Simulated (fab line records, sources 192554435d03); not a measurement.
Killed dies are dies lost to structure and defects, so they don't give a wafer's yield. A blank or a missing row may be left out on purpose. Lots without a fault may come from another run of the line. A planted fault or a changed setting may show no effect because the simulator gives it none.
A struck lot beside a sound one | flow n5_finfet | 16 steps out of a route of 1938
Sound: wafers L328.2, L328.4, L328.5. Struck: wafers L322.4, L322.6. (L322.1 of the same lot was not struck and is left out.) The cause comes at the end.
At each step with rows: each side's tool, then ch and its chambers, then its first start. Under that, the readings that differ: sound wafers | struck wafers | difference of the means | sigmas: that difference in standard deviations of wafers without a fault.
alike: readings whose means differ by less than 2 such deviations, and words and numbers that are the same on both sides. not compared: withheld readings, readings that some wafer has no value for, bounds like >300 that may hide the same value, and numbers for which the record gives no deviation and whose values overlap.
The two part at a step that has a row with sigmas, a row that says differs or no value, or rows on one side only. Numbers that don't overlap but have no deviation are shown without sigmas and don't part them. A reading that every wafer of one side lacks parts them only if that side has two wafers or more.

first, 8 steps without rows for these wafers: N5_MIM_BOT_LITHO_HMDS_01 (time 60 s); N5_MIM_BOT_LITHO_COAT_02; N5_MIM_BOT_LITHO_EBR_04; N5_MIM_BOT_LITHO_SOFTBAKE_03 (time 90 s); N5_MIM_BOT_LITHO_EXPOSE_05 (exposes mask MIM BOT); N5_MIM_BOT_LITHO_PEB_06; N5_MIM_BOT_LITHO_DEVELOP_07 (develop time 60 s); N5_MIM_BOT_LITHO_HARDBAKE_09 (time 120 s).
N5_MIM_BOT_LITHO_CD_MEAS_08: target cd 3000 nm.
  sound on cd_sem-01 ch 0, day 17 01:09; struck on cd_sem-02 ch 0, day 14 23:28
  alike: cd_nm
N5_MIM_BOT_LITHO_OVL_MEAS_11:
  sound on overlay-02 ch 0, day 17 01:11; struck on overlay-02 ch 0, day 14 23:31
  alike: MIM_BOT_OVL
N5_MIM_BOT_LITHO_INSPECT_12: inspects for defects (macro).
  sound on defect_inspect-02, day 17 01:12; struck on defect_inspect-02, day 14 23:32
  alike: raw_defect_count
N5_MIM_BOT_LITHO_DESCUM_10: chemistry O2, time 7.9 s.
  sound on rie_diel-01 ch 2,3, day 17 01:14; struck on rie_diel-05 ch 0,2, day 14 23:35
  alike: drypump_motor_current_A, oes_product_au, rf_vpp_V, showerhead_plenum_p_Torr, throttle_valve_pct
  not compared: rf_hours_counter_h
N5_MIM_BOT_ETCH_ETCH_04: etches SiNx in CF4/O2, target depth 26 nm, time 13 s.
  sound on rie_diel-01 ch 2,3, day 17 01:18; struck on rie_diel-05 ch 0,2, day 14 23:39
  reading                  | sound             | struck      | difference | sigmas
  rf_vpp_V (V)             | 237.0 240.5 236.9 | 241.6 243.4 | +4.4       | +2
  model.etch.depth_nm (nm) | 25.56 25.37 25.42 | 20.64 20.42 | -4.92      |
  alike: bias_w, drypump_motor_current_A, oes_product_au, showerhead_plenum_p_Torr, throttle_valve_pct
  not compared: rf_hours_counter_h
N5_MIM_BOT_ETCH_ETCH_03: etches the open film in Cl2/BCl3, target depth 12 nm.
  sound on rie_metal-01 ch 1, day 17 01:23; struck on rie_metal-03 ch 1, day 14 23:44
  reading                              | sound          | struck  | difference | sigmas
  drypump_motor_current_A (A)          | 6.4 6.4 6.4    | 5.0 5.0 | -1.4       | -3
  model.MIM_BOT_ETCH.cd_offset_nm (nm) | -0.4 -0.4 -0.2 | 0.4 0.6 | +0.8       |
  alike: bias_w, oes_product_au, throttle_valve_pct
  not compared: rf_hours_counter_h
N5_MIM_BOT_ETCH_ETCH_00: etches TiN in Cl2/BCl3, target depth 45.5 nm.
  sound on rie_metal-01 ch 1, day 17 01:29; struck on rie_metal-03 ch 1, day 14 23:50
  reading                     | sound       | struck  | difference | sigmas
  drypump_motor_current_A (A) | 6.4 6.4 6.4 | 5.0 5.0 | -1.4       | -3
  alike: bias_w, oes_product_au, throttle_valve_pct
  not compared: rf_hours_counter_h
N5_PASSIVATION_PROBE_49:
  sound on prober-02, day 17 12:43; struck on prober-02, day 15 11:00
  alike: defect_limited_yield, killed_at_M0_to_M3, killed_at_M4_up, killed_at_contacts, killed_at_front_end, killed_at_other, killed_dies, killed_open, killed_short, sort_bin_5_function, sort_bin_6_memory, sort_n_pass, sort_yield_pct

WHERE THEY PART
First at N5_MIM_BOT_ETCH_ETCH_04; last, within this record, at N5_MIM_BOT_ETCH_ETCH_00. Later steps at which nothing parts them and some readings are alike: N5_PASSIVATION_PROBE_49.

WHY: what the simulator had put in
Process parameter drift: rie_diel-05, from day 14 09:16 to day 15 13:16, at N5_MIM_BOT_ETCH_ETCH_04. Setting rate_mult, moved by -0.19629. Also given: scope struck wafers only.
